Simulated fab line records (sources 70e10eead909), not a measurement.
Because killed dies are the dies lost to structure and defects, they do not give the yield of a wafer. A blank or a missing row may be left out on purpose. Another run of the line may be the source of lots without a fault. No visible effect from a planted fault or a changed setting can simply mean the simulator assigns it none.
Which tool was responsible? / flow nand_harc / 36 wafers from 12 lots sampled at 2 of the route's 1302 steps

## WHAT EACH GAUGE READ, for each wafer
NHARC_A_CONTACT_INSPECT_23.
lot=L075; measured=day 22 23:44; on=defect_inspect-02; raw_defect_count=541 595 749
lot=L077; measured=day 23 02:05; on=defect_inspect-01; raw_defect_count=800 610 790
lot=L079; measured=day 24 01:49; on=defect_inspect-02; raw_defect_count=501 420 504
lot=L081; measured=day 25 17:03; on=defect_inspect-01; raw_defect_count=589 482 681
lot=L082; measured=day 26 19:11; on=defect_inspect-01; raw_defect_count=412 418 489
lot=L085; measured=day 27 05:20; on=defect_inspect-01; raw_defect_count=365 484 422
lot=L087; measured=day 28 08:35; on=defect_inspect-01; raw_defect_count=890 510 612
lot=L091; measured=day 28 20:14; on=defect_inspect-01; raw_defect_count=846 638 514
lot=L090; measured=day 29 04:24; on=defect_inspect-02; raw_defect_count=603 477 625
lot=L094; measured=day 30 07:19; on=defect_inspect-01; raw_defect_count=367 444 708
lot=L095; measured=day 31 02:07; on=defect_inspect-02; raw_defect_count=599 404 446
lot=L096; measured=day 32 20:48; on=defect_inspect-02; raw_defect_count=362 494 352

## TOOL THAT RAN EACH LOT (tool first, then ch and the chambers of the sampled wafers, then the start)
lot=L075; NHARC_A_CONTACT_ETCH_92=rie_diel-07 ch 1,2,3, day 22 20:49
lot=L077; NHARC_A_CONTACT_ETCH_92=rie_diel-04 ch 1,2,3, day 22 23:25
lot=L079; NHARC_A_CONTACT_ETCH_92=rie_diel-07 ch 1,2, day 23 22:59
lot=L081; NHARC_A_CONTACT_ETCH_92=rie_diel-07 ch 0,3, day 25 14:25
lot=L082; NHARC_A_CONTACT_ETCH_92=rie_diel-07 ch 0,1,3, day 26 16:33
lot=L085; NHARC_A_CONTACT_ETCH_92=rie_diel-07 ch 1,2,3, day 27 02:41
lot=L087; NHARC_A_CONTACT_ETCH_92=rie_diel-04 ch 0,2,3, day 28 05:43
lot=L091; NHARC_A_CONTACT_ETCH_92=rie_diel-04 ch 0,2,3, day 28 17:29
lot=L090; NHARC_A_CONTACT_ETCH_92=rie_diel-07 ch 1,2,3, day 29 01:34
lot=L094; NHARC_A_CONTACT_ETCH_92=rie_diel-04 ch 0,1,3, day 30 03:50
lot=L095; NHARC_A_CONTACT_ETCH_92=rie_diel-07 ch 1,2, day 30 23:26
lot=L096; NHARC_A_CONTACT_ETCH_92=rie_diel-07 ch 0,1,2, day 32 18:10
- NHARC_A_CONTACT_ETCH_92: etches the open film in CH3F/O2, target depth 40 nm, time 85.7 s.

## THE ANSWER, worked out from the rows above alone
Rule: the lots themselves supply what counts as usual. The widest of any qualifying gaps counts: lots, ordered by their means at a reading, are off when they make up no more than a third of the lots, leave a main group of 4 or more, and stand apart from it by 3 or more times the standard deviation of that group's means. A main group is skipped when, at the precision printed for the reading in the tables above, its means are all equal. Also off: a lot with no number at a reading for which 4 or more lots have one. Where the step has rows for the other lots, those lots are counted as sound.
No lot is off on any of the readings shown, so nothing can be concluded from this.

## WHAT HAD BEEN PUT IN BY THE SIMULATOR
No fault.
